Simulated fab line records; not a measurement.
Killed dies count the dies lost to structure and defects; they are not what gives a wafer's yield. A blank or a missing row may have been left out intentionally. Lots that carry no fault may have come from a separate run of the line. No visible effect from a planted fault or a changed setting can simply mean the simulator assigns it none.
fab line records	flow n5Finfet
record: lots: 7	wafers: 21
route steps=1938 shown BEOL_M0_SAQP@686 BEOL_M0@715 BEOL_M1@761 BEOL_M2@881 BEOL_M3@957
startH: hours from the record's first day to the start of the lot's first wafer shown	waitH: hours elapsed since this lot's preceding step	" identical to the entry in the row above	L1.1+2: a row that stands for several wafers	- no value present, or no start provided	* or withheld: withheld	< > ~ a bound
route shown NAME@n: NAME is a module with steps in the file, n the number in the route of the first one	usual: average and standard deviation across the fault-free wafers	same: alike in all rows	chamber/n: place in a boat	sites: per-site readings	_std_site: how widely they spread, as a standard deviation	_edge_site: outer sites' mean less inner sites'	radiusMm: for every site, how far away it sits from the centre of the wafer	mask NAME#n: copy n	behind: tool/chamber where the wafer was last shaped	hold: why the lot went on hold/how many hours it stayed there/how the hold came to an end	device: the transistor (n, p or np) that didn't switch	end of line: the tests these same wafers got at the end of their route	a step with no rows: only its recipe	killed: at the first sort, the dies lost to defects and structure; wafer yield is something else	map: per-die view of a wafer (x killed, . not killed, _ where there is no die)
set.NAME: the setting as run; set.NAME@STEP: as run at that earlier step	model.NAME: the simulator's own value behind a step, which no gauge read
lots run with intentionally changed settings; tables by step, rows by wafer
== steps ==
step: N5_BEOL_M0_SAQP_EXPOSE_37
recipe: maskId: M0_CUT1	na: 0.33	sourceShape: annular	sigmaInner: 0.35	sigmaOuter: 0.8	polarization: unpolarized	targetCdNm: 30	doseMj: 44.75
lot.wafer	tool	chamber	startH	waitH	mask	set.doseMj
L074.2+3+6	euvScanner-02	0	113.36	-	M0_CUT1#0	44.75
L081.3+6	euvScanner-02	0	166.63	-	M0_CUT1#0	47.74
L081.4	"	0	"	"	M0_CUT1#0	44.75
L084.1+3	euvScanner-02	0	212.29	-	M0_CUT1#0	44.75
L084.4	"	0	"	"	M0_CUT1#0	43.81
L087.1+5	euvScanner-01	0	231.29	-	M0_CUT1#0	43.6
L087.2	"	0	"	"	M0_CUT1#0	44.75
L090.2+5	euvScanner-01	0	263.12	-	M0_CUT1#0	48
L090.6	"	0	"	"	M0_CUT1#0	44.75
L091.1+3	euvScanner-02	0	263.79	-	M0_CUT1#0	42.25
L091.6	"	0	"	"	M0_CUT1#0	44.75
L093.2+3+4	euvScanner-01	0	264.01	-	M0_CUT1#0	44.75
step: N5_BEOL_M0_SAQP_PEB_38
recipe: pebTempC: 100	pebTimeS: 60	resist: CAR-EUV
step: N5_BEOL_M0_SAQP_DEVELOP_39
recipe: developTimeS: 30	developer: TMAH	resist: CAR-EUV	rinseLiquid: surfactantRinse	dry: airSpin	devTempC: 23
step: N5_BEOL_M0_SAQP_CD_MEAS_40
recipe: targetCdNm: 30	landingEnergyEv: 500	detector: seInlens
usual: cdNm: 29.98/0.22
lot.wafer	tool	chamber	startH	waitH	set.doseMj@BEOL_M0_SAQP_EXPOSE_37	cdNm
L074.2	cdSem-02	0	113.48	-	44.75	30.08
L074.3	"	0	"	"	44.75	29.72
L074.6	"	0	"	"	44.75	29.84
L081.3	cdSem-03	0	166.75	-	47.74	31.54
L081.4	"	0	"	"	44.75	29.85
L081.6	"	0	"	"	47.74	31.68
L084.1	cdSem-03	0	212.42	-	44.75	30.01
L084.3	"	0	"	"	44.75	29.94
L084.4	"	0	"	"	43.81	29.61
L087.1	cdSem-01	0	231.43	-	43.6	29.54
L087.2	"	0	"	"	44.75	29.72
L087.5	"	0	"	"	43.6	29.65
L090.2	cdSem-01	0	263.25	-	48	31.55
L090.5	"	0	"	"	48	31.19
L090.6	"	0	"	"	44.75	30.26
L091.1	cdSem-03	0	263.92	-	42.25	28.54
L091.3	"	0	"	"	42.25	28.82
L091.6	"	0	"	"	44.75	30.04
L093.2	cdSem-01	0	264.14	-	44.75	29.82
L093.3	"	0	"	"	44.75	29.87
L093.4	"	0	"	"	44.75	29.71
step: N5_BEOL_M0_SAQP_DESCUM_45
recipe: chemistry: O2	timeS: 7	sourcePowerW: 50	biasPowerW: 20	pressureMtorr: 20	rfFrequencyHz: 2.712e+07	tempC: 40	resist: CAR-EUV	o2FlowSccm: 225
lot.wafer	tool	chamber	startH	waitH	set.doseMj@BEOL_M0_SAQP_EXPOSE_37	model.BEOL_M0_SAQP.cdNm
L074.2+3	rieDiel-05	0,1	113.61	0.0	44.75	30
L074.6	"	2	"	"	44.75	29.8
L081.3	rieDiel-03	1	168.03	1.2	47.74	31.6
L081.4	"	0	"	"	44.75	30.2
L081.6	"	0	"	"	47.74	31.2
L084.1+3	rieDiel-02	0,1	213.16	0.6	44.75	29.8
L084.4	"	2	"	"	43.81	29.4
L087.1	rieDiel-02	2	231.55	0.0	43.6	29.4
L087.2	"	3	"	"	44.75	30
L087.5	"	3	"	"	43.6	29.6
L090.2	rieDiel-05	2	263.37	0.0	48	31.4
L090.5	"	1	"	"	48	31.6
L090.6	"	2	"	"	44.75	30
L091.1	rieDiel-03	0	264.38	0.4	42.25	28.6
L091.3	"	1	"	"	42.25	28.8
L091.6	"	0	"	"	44.75	29.8
L093.2+3+4	rieDiel-03	3,0,1	264.64	0.4	44.75	29.8
step: N5_BEOL_M0_SAQP_ETCH_88
recipe: chemistry: N2/H2	target: underlayer	targetDepthA: 65	timeS: 5.2	ionEnergyEv: 200	maskMaterial: CAR-EUV	pressureMtorr: 30	sourceW: 840	biasW: 150	n2FlowSccm: 200	h2FlowSccm: 200	ends: cleared
usual: etchRfOnTimeS: 5.21/0.094	rfVppV: 523.6/2.7
lot.wafer	tool	chamber	startH	waitH	set.sourceW	set.doseMj@BEOL_M0_SAQP_EXPOSE_37	etchRfOnTimeS	rfVppV	model.BEOL_M0_SAQP.cdNm
L074.2	rieDiel-05	0	113.64	0.0	984.1	44.75	4.76	495.5	30
L074.3	"	1	"	"	840	44.75	5.25	526.5	30
L074.6	"	2	"	"	984.1	44.75	4.55	494.5	29.8
L081.3	rieDiel-03	1	168.06	0.0	840	47.74	5.23	523.6	31.6
L081.4	"	0	"	"	782.3	44.75	5.51	540.6	30.4
L081.6	"	0	"	"	840	47.74	5.21	529.9	31.2
L084.1	rieDiel-02	0	213.20	0.0	840	44.75	5.18	524.6	30
L084.3	"	1	"	"	840	44.75	5.25	521.6	29.8
L084.4	"	2	"	"	840	43.81	5.14	520.8	29.4
L087.1	rieDiel-02	2	231.58	0.0	958.6	43.6	4.57	497.7	29.4
L087.2	"	3	"	"	958.6	44.75	4.61	497.6	29.8
L087.5	"	3	"	"	840	43.6	5.13	521.7	29.6
L090.2	rieDiel-05	2	263.40	0.0	840	48	5.12	524.1	31.4
L090.5	"	1	"	"	840	48	5.17	528.4	31.6
L090.6	"	2	"	"	840	44.75	5.10	521.0	30
L091.1	rieDiel-03	0	264.42	0.0	840	42.25	5.14	526.2	28.8
L091.3	"	1	"	"	796.1	42.25	5.44	531.5	28.8
L091.6	"	0	"	"	796.1	44.75	5.39	535.9	29.8
L093.2	rieDiel-03	3	264.68	0.0	840	44.75	5.30	525.6	29.8
L093.3	"	0	"	"	840	44.75	5.15	527.4	29.8
L093.4	"	1	"	"	840	44.75	5.20	523.5	29.8
step: N5_BEOL_M0_SAQP_ETCH_73
recipe: chemistry: CF4	target: SiARC	targetDepthA: 195	maskMaterial: CAR-EUV	timeS: 32.5	ionEnergyEv: 80	pressureMtorr: 40	sourceW: 545	biasW: 36	Ar_flow_sccm: 100	cf4FlowSccm: 100	ends: cleared
step: N5_BEOL_M0_SAQP_CUT_ETCH_46
recipe: chemistry: N2/H2	target: SOC	targetDepthA: 1350	overetchA: 270	tempC: 40	timeS: 202.5	ionEnergyEv: 200	maskMaterial: SiARC	pressureMtorr: 30	sourceW: 840	biasW: 150	n2FlowSccm: 200	h2FlowSccm: 200
lot.wafer	tool	chamber	startH	waitH	set.doseMj@BEOL_M0_SAQP_EXPOSE_37	model.BEOL_M0_SAQP.cdNm
L074.2	rieDiel-05	0	113.69	0.0	44.75	29.4
L074.3+6	"	1,2	"	"	44.75	29.8
L081.3	rieDiel-03	1	168.11	0.0	47.74	31.6
L081.4	"	0	"	"	44.75	30.2
L081.6	"	0	"	"	47.74	31.2
L084.1+3	rieDiel-02	0,1	213.25	0.0	44.75	30
L084.4	"	2	"	"	43.81	29.6
L087.1	rieDiel-02	2	231.63	0.0	43.6	29.6
L087.2	"	3	"	"	44.75	30.2
L087.5	"	3	"	"	43.6	30.2
L090.2	rieDiel-05	2	263.45	0.0	48	31.8
L090.5	"	1	"	"	48	31.6
L090.6	"	2	"	"	44.75	30.8
L091.1+3	rieDiel-03	0,1	264.47	0.0	42.25	28.6
L091.6	"	0	"	"	44.75	29.6
L093.2+4	rieDiel-03	3,1	264.73	0.0	44.75	29.6
L093.3	"	0	"	"	44.75	30
step: N5_BEOL_M0_ETCH_138
recipe: chemistry: CH3F/O2	targetDepthA: 120	target: SiCN	timeS: 31.6	ionEnergyEv: 120	pressureMtorr: 30	sourceW: 395	biasW: 75	Ar_flow_sccm: 150	CH3F_flow_sccm: 30	O2_flow_sccm: 20	ends: cleared
usual: rfVppV: 297.8/1.3
lot.wafer	tool	chamber	startH	waitH	set.sourceW	rfVppV
L074.2	rieDiel-01	3	115.51	0.0	395	295.7
L074.3	"	2	"	"	395	296.7
L074.6	"	0	"	"	395	299.9
L081.3	rieDiel-04	3	169.59	0.0	436.8	289.3
L081.4	"	1	"	"	395	298.5
L081.6	"	3	"	"	395	299.9
L084.1	rieDiel-01	1	214.95	0.0	395	297.3
L084.3	"	0	"	"	331.1	316.7
L084.4	"	3	"	"	395	297.4
L087.1	rieDiel-06	0	234.34	0.0	395	295.5
L087.2	"	1	"	"	395	297.9
L087.5	"	1	"	"	395	298.1
L090.2	rieDiel-01	2	265.48	0.0	395	295.1
L090.5	"	1	"	"	345	311.9
L090.6	"	2	"	"	395	294.7
L091.1	rieDiel-06	3	266.03	0.0	395	297.2
L091.3	"	1	"	"	395	296.5
L091.6	"	1	"	"	395	297.7
L093.2	rieDiel-01	2	267.30	0.0	395	295.1
L093.3	"	0	"	"	395	300.3
L093.4	"	1	"	"	395	296.5
step: N5_BEOL_M1_EXPOSE_08
recipe: maskId: M1	na: 0.33	sourceShape: dipole	sigmaInner: 0.369	sigmaOuter: 0.767	polarization: unpolarized	doseMj: 33
lot.wafer	tool	chamber	startH	waitH	mask	set.doseMj
L074.2+3+6	euvScanner-01	0	121.93	-	M1#0	33
L081.3+4	euvScanner-02	0	174.26	-	M1#0	35.05
L081.6	"	0	"	"	M1#0	33
L084.1+3	euvScanner-02	0	222.00	-	M1#0	33
L084.4	"	0	"	"	M1#0	34.12
L087.1+2	euvScanner-02	0	239.74	-	M1#0	33
L087.5	"	0	"	"	M1#0	31.44
L090.2+5	euvScanner-02	0	271.36	-	M1#0	33
L090.6	"	0	"	"	M1#0	31.48
L091.1+3	euvScanner-01	0	273.75	-	M1#0	34.78
L091.6	"	0	"	"	M1#0	33
L093.2+3+4	euvScanner-01	0	275.79	-	M1#0	33
step: N5_BEOL_M1_PEB_09
recipe: pebTempC: 100	pebTimeS: 60	resist: CAR-EUV
step: N5_BEOL_M1_DEVELOP_10
recipe: developTimeS: 30	developer: TMAH	resist: CAR-EUV	rinseLiquid: surfactantRinse	dry: airSpin	devTempC: 23
step: N5_BEOL_M1_CD_MEAS_11
recipe: targetCdNm: 17.05	landingEnergyEv: 500	detector: seInlens	polarity: opening
usual: cdNm: 17.06/0.22
lot.wafer	tool	chamber	startH	waitH	set.doseMj@BEOL_M1_EXPOSE_08	cdNm
L074.2	cdSem-02	0	122.05	-	33	17.46
L074.3	"	0	"	"	33	17.10
L074.6	"	0	"	"	33	16.86
L081.3	cdSem-03	0	174.38	-	35.05	18.39
L081.4	"	0	"	"	35.05	18.31
L081.6	"	0	"	"	33	17.17
L084.1	cdSem-01	0	222.13	-	33	16.64
L084.3	"	0	"	"	33	16.91
L084.4	"	0	"	"	34.12	17.69
L087.1	cdSem-02	0	239.86	-	33	17.22
L087.2	"	0	"	"	33	17.04
L087.5	"	0	"	"	31.44	16.03
L090.2	cdSem-02	0	271.48	-	33	16.50
L090.5	"	0	"	"	33	17.01
L090.6	"	0	"	"	31.48	16.04
L091.1	cdSem-01	0	273.88	-	34.78	18.31
L091.3	"	0	"	"	34.78	18.01
L091.6	"	0	"	"	33	16.76
L093.2	cdSem-01	0	275.92	-	33	16.83
L093.3	"	0	"	"	33	17.19
L093.4	"	0	"	"	33	16.74
step: N5_BEOL_M1_DESCUM_16
recipe: chemistry: O2	timeS: 7	sourcePowerW: 50	biasPowerW: 20	pressureMtorr: 20	rfFrequencyHz: 2.712e+07	tempC: 40	resist: CAR-EUV	o2FlowSccm: 225
step: N5_BEOL_M1_ETCH_74
recipe: chemistry: N2/H2	target: underlayer	targetDepthA: 65	maskMaterial: CAR-EUV	timeS: 5.2	ionEnergyEv: 200	pressureMtorr: 30	sourceW: 840	biasW: 150	n2FlowSccm: 200	h2FlowSccm: 200	ends: cleared
lot.wafer	tool	chamber	startH	waitH	set.doseMj@BEOL_M1_EXPOSE_08	model.BEOL_M1.cdOffsetNm
L074.2+3	rieDiel-05	0,1	122.21	0.0	33	0.2
L074.6	"	0	"	"	33	-0.2
L081.3+4	rieDiel-03	0,1	174.53	0.0	35.05	1.2
L081.6	"	2	"	"	33	0
L084.1+3	rieDiel-05	0,3	222.36	0.0	33	-0.2
L084.4	"	2	"	"	34.12	0.8
L087.1	rieDiel-02	3	240.02	0.0	33	0
L087.2	"	0	"	"	33	-0.2
L087.5	"	3	"	"	31.44	-1.2
L090.2+5	rieDiel-02	2,3	271.77	0.0	33	-0.2
L090.6	"	2	"	"	31.48	-1.2
L091.1+3	rieDiel-02	1,2	274.04	0.0	34.78	1
L091.6	"	1	"	"	33	0
L093.2+3+4	rieDiel-03	0,3,1	276.07	0.0	33	0
step: N5_BEOL_M1_ETCH_63
recipe: chemistry: CF4	target: SiARC	targetDepthA: 156	maskMaterial: CAR-EUV	timeS: 26	ionEnergyEv: 80	pressureMtorr: 40	sourceW: 545	biasW: 36	Ar_flow_sccm: 100	cf4FlowSccm: 100	ends: cleared
lot.wafer	tool	chamber	startH	waitH	set.doseMj@BEOL_M1_EXPOSE_08	model.BEOL_M1.cdOffsetNm
L074.2	rieDiel-05	0	122.22	0.0	33	0
L074.3	"	1	"	"	33	0.2
L074.6	"	0	"	"	33	-0.4
L081.3	rieDiel-03	0	174.55	0.0	35.05	1
L081.4	"	1	"	"	35.05	1.2
L081.6	"	2	"	"	33	0
L084.1+3	rieDiel-05	0,3	222.38	0.0	33	-0.2
L084.4	"	2	"	"	34.12	0.8
L087.1	rieDiel-02	3	240.04	0.0	33	0
L087.2	"	0	"	"	33	-0.2
L087.5	"	3	"	"	31.44	-1.2
L090.2+5	rieDiel-02	2,3	271.78	0.0	33	-0.2
L090.6	"	2	"	"	31.48	-1.2
L091.1	rieDiel-02	1	274.06	0.0	34.78	1
L091.3	"	2	"	"	34.78	0.8
L091.6	"	1	"	"	33	0
L093.2	rieDiel-03	0	276.09	0.0	33	0.2
L093.3+4	"	3,1	"	"	33	0
step: N5_BEOL_M1_ETCH_64
recipe: chemistry: N2/H2	target: SOC	targetDepthA: 750	overetchA: 150	maskMaterial: SiARC	tempC: 40	timeS: 112.5	ionEnergyEv: 200	pressureMtorr: 30	sourceW: 840	biasW: 150	n2FlowSccm: 200	h2FlowSccm: 200
usual: rfVppV: 523.1/2.6
lot.wafer	tool	chamber	startH	waitH	set.sourceW	rfVppV	model.SiARC_of_BEOL_M1_COAT_62.thkNm
L074.2	rieDiel-05	0	122.25	0.0	840	524.1	7
L074.3	"	1	"	"	910.5	510.7	6.6
L074.6	"	0	"	"	840	521.7	7
L081.3	rieDiel-03	0	174.58	0.0	840	525.4	6.8
L081.4	"	1	"	"	936.6	504.5	6.6
L081.6	"	2	"	"	936.6	500.7	6.6
L084.1	rieDiel-05	0	222.41	0.0	840	523.5	7
L084.3	"	3	"	"	840	523.2	6.6
L084.4	"	2	"	"	988.6	495.4	6.2
L087.1	rieDiel-02	3	240.07	0.0	706.9	551.1	7.4
L087.2	"	0	"	"	840	525.6	6.8
L087.5	"	3	"	"	706.9	552.3	7.2
L090.2	rieDiel-02	2	271.81	0.0	840	522.0	6.6
L090.5	"	3	"	"	840	517.7	6.8
L090.6	"	2	"	"	840	521.0	6.6
L091.1	rieDiel-02	1	274.08	0.0	840	519.7	6.8
L091.3	"	2	"	"	689.4	556.1	7.4
L091.6	"	1	"	"	840	520.5	6.8
L093.2	rieDiel-03	0	276.12	0.0	840	527.4	6.8
L093.3	"	3	"	"	840	526.7	6.8
L093.4	"	1	"	"	840	521.6	6.8
step: N5_BEOL_M1_STRIP_65
recipe: chemistry: N2/H2	tempC: 40	n2FlowSccm: 200	h2FlowSccm: 200	rfFrequencyHz: 6e+07
step: N5_BEOL_M1_STRIP_75
recipe: chemistry: N2/H2	tempC: 40	n2FlowSccm: 200	h2FlowSccm: 200	rfFrequencyHz: 6e+07
step: N5_BEOL_M1_HM_OPEN_17
recipe: chemistry: Cl2/BCl3	targetDepthA: 200	overetchA: 60	target: TiN	maskMaterial: SOC	ionEnergyEv: 150	pressureMtorr: 10	icpW: 1000	biasW: 126	Cl2_flow_sccm: 53.25	bcl3FlowSccm: 21.75	Ar_flow_sccm: 25
step: N5_BEOL_M1_STRIP_19
recipe: chemistry: O2	powerW: 400	tempC: 40	pressureMtorr: 30	rfFrequencyHz: 6e+07	biasPowerW: 0	overashFraction: 0.2	o2FlowSccm: 225
step: N5_BEOL_M1_CD_MEAS_18
recipe: pitchNm: 36	targetCdNm: 18
usual: cdNm: 17.94/0.27
lot.wafer	tool	chamber	startH	waitH	set.doseMj@BEOL_M1_EXPOSE_08	cdNm
L074.2	cdSem-02	-	122.60	0.1	33	18.22
L074.3	"	-	"	"	33	18.19
L074.6	"	-	"	"	33	17.73
L081.3	cdSem-02	-	174.96	0.1	35.05	19.38
L081.4	"	-	"	"	35.05	19.62
L081.6	"	-	"	"	33	18.31
L084.1	cdSem-01	-	222.78	0.0	33	18.01
L084.3	"	-	"	"	33	18.14
L084.4	"	-	"	"	34.12	19.61
L087.1	cdSem-02	-	240.41	0.0	33	17.47
L087.2	"	-	"	"	33	17.66
L087.5	"	-	"	"	31.44	16.45
L090.2	cdSem-03	-	272.23	0.1	33	17.50
L090.5	"	-	"	"	33	18.33
L090.6	"	-	"	"	31.48	16.40
L091.1	cdSem-02	-	274.52	0.0	34.78	18.73
L091.3	"	-	"	"	34.78	18.64
L091.6	"	-	"	"	33	17.86
L093.2	cdSem-03	-	276.47	0.1	33	17.82
L093.3	"	-	"	"	33	18.03
L093.4	"	-	"	"	33	17.71
step: N5_BEOL_M2_ETCH_69
recipe: chemistry: CF4	target: SiARC	targetDepthA: 156	maskMaterial: CAR-EUV	timeS: 26	ionEnergyEv: 80	pressureMtorr: 40	sourceW: 545	biasW: 36	Ar_flow_sccm: 100	cf4FlowSccm: 100	ends: cleared
usual: etchRfOnTimeS: 25.87/0.29	rfVppV: 184.6/1
lot.wafer	tool	chamber	startH	waitH	set.biasW	etchRfOnTimeS	rfVppV
L074.2	rieDiel-01	3	135.22	0.0	36	25.81	185.8
L074.3	"	2	"	"	39.76	24.73	196.5
L074.6	"	3	"	"	36	25.87	183.5
L081.3	rieDiel-04	2	213.90	0.0	36	26.42	185.0
L081.4	"	0	"	"	36	26.08	185.6
L081.6	"	2	"	"	36	26.10	185.2
L084.1	rieDiel-01	2	234.05	0.0	36	25.75	183.7
L084.3	"	3	"	"	36	25.94	183.9
L084.4	"	0	"	"	33.53	26.64	175.8
L087.1	rieDiel-01	3	254.51	0.0	36	25.65	184.8
L087.2	"	2	"	"	36	25.45	184.4
L087.5	"	0	"	"	31.07	26.91	168.7
L090.2	rieDiel-06	3	285.53	0.0	36	25.77	185.5
L090.5	"	3	"	"	36	25.86	184.8
L090.6	"	2	"	"	36	25.86	185.9
L091.1	rieDiel-04	1	288.55	0.0	36	26.05	185.2
L091.3	"	2	"	"	33.85	26.56	176.5
L091.6	"	3	"	"	36	26.18	184.9
L093.2	rieDiel-01	1	291.53	0.0	36	25.96	183.0
L093.3	"	0	"	"	36	26.25	184.8
L093.4	"	3	"	"	36	26.33	182.9
step: N5_BEOL_M3_COAT_67
recipe: resist: SOC	tempC: 250	timeS: 60	spinRpm: 1500	resistThkNm: 60
lot.wafer	tool	chamber	startH	waitH	set.spinRpm	model.SOC_of_BEOL_M3_COAT_67.thkNm
L074.2	lithoTrack-03	0	145.09	0.0	1500	60.4
L074.3	"	0	"	"	1500	60
L074.6	"	0	"	"	1400	62.2
L081.3	lithoTrack-05	0	232.84	0.0	1645	57.2
L081.4	"	0	"	"	1500	60.2
L081.6	"	0	"	"	1645	57.4
L084.1	lithoTrack-02	0	247.99	0.0	1437	61.6
L084.3	"	0	"	"	1437	61.4
L084.4	"	0	"	"	1500	60.2
L087.1+2	lithoTrack-05	0	263.38	0.0	1500	60.2
L087.5	"	0	"	"	1378	62.8
L090.2	lithoTrack-02	0	295.66	0.0	1500	60
L090.5+6	"	0	"	"	1500	60.2
L091.1	lithoTrack-03	0	298.03	0.0	1390	62.4
L091.3	"	0	"	"	1390	62.6
L091.6	"	0	"	"	1500	60.2
L093.2+3	lithoTrack-03	0	303.63	0.0	1500	60.2
L093.4	"	0	"	"	1500	60
== key ==
split: step: N5_BEOL_M0_SAQP_EXPOSE_37	setting: doseMj	stated: 44.75	by: wafer
response: step: N5_BEOL_M0_SAQP_CD_MEAS_40	reading: cdNm	change: +0.204	per: 1%	r: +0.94
response: step: N5_BEOL_M0_SAQP_DESCUM_45	reading: model.BEOL_M0_SAQP.cdNm	change: +0.195	per: 1%	r: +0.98
response: step: N5_BEOL_M0_SAQP_ETCH_88	reading: model.BEOL_M0_SAQP.cdNm	change: +0.179	per: 1%	r: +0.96
response: step: N5_BEOL_M0_SAQP_CUT_ETCH_46	reading: model.BEOL_M0_SAQP.cdNm	change: +0.156	per: 1%	r: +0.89
split: step: N5_BEOL_M0_SAQP_ETCH_88	setting: sourceW	stated: 840	by: wafer
response: step: N5_BEOL_M0_SAQP_ETCH_88	reading: etchRfOnTimeS	change: *	per: 1%	r: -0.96
response: step: N5_BEOL_M0_SAQP_ETCH_88	reading: rfVppV	change: -1.79	per: 1%	r: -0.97
split: step: N5_BEOL_M0_ETCH_138	setting: sourceW	stated: 395	by: wafer
response: step: N5_BEOL_M0_ETCH_138	reading: rfVppV	change: -1.18	per: 1%	r: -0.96
split: step: N5_BEOL_M1_EXPOSE_08	setting: doseMj	stated: 33	by: wafer
response: step: N5_BEOL_M1_CD_MEAS_11	reading: cdNm	change: +0.215	per: 1%	r: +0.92
response: step: N5_BEOL_M1_ETCH_74	reading: model.BEOL_M1.cdOffsetNm	change: +0.212	per: 1%	r: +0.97
response: step: N5_BEOL_M1_ETCH_63	reading: model.BEOL_M1.cdOffsetNm	change: +0.203	per: 1%	r: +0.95
response: step: N5_BEOL_M1_CD_MEAS_18	reading: cdNm	change: +0.238	per: 1%	r: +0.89
split: step: N5_BEOL_M1_ETCH_64	setting: sourceW	stated: 840	by: wafer
response: step: N5_BEOL_M1_ETCH_64	reading: rfVppV	change: -1.76	per: 1%	r: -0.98
response: step: N5_BEOL_M1_ETCH_64	reading: model.SiARC_of_BEOL_M1_COAT_62.thkNm	change: -0.0321	per: 1%	r: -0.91
split: step: N5_BEOL_M2_ETCH_69	setting: biasW	stated: 36	by: wafer
response: step: N5_BEOL_M2_ETCH_69	reading: etchRfOnTimeS	change: *	per: 1%	r: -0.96
response: step: N5_BEOL_M2_ETCH_69	reading: rfVppV	change: +1.18	per: 1%	r: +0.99
split: step: N5_BEOL_M3_COAT_67	setting: spinRpm	stated: 1500	by: wafer
response: step: N5_BEOL_M3_COAT_67	reading: model.SOC_of_BEOL_M3_COAT_67.thkNm	change: -0.308	per: 1%	r: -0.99
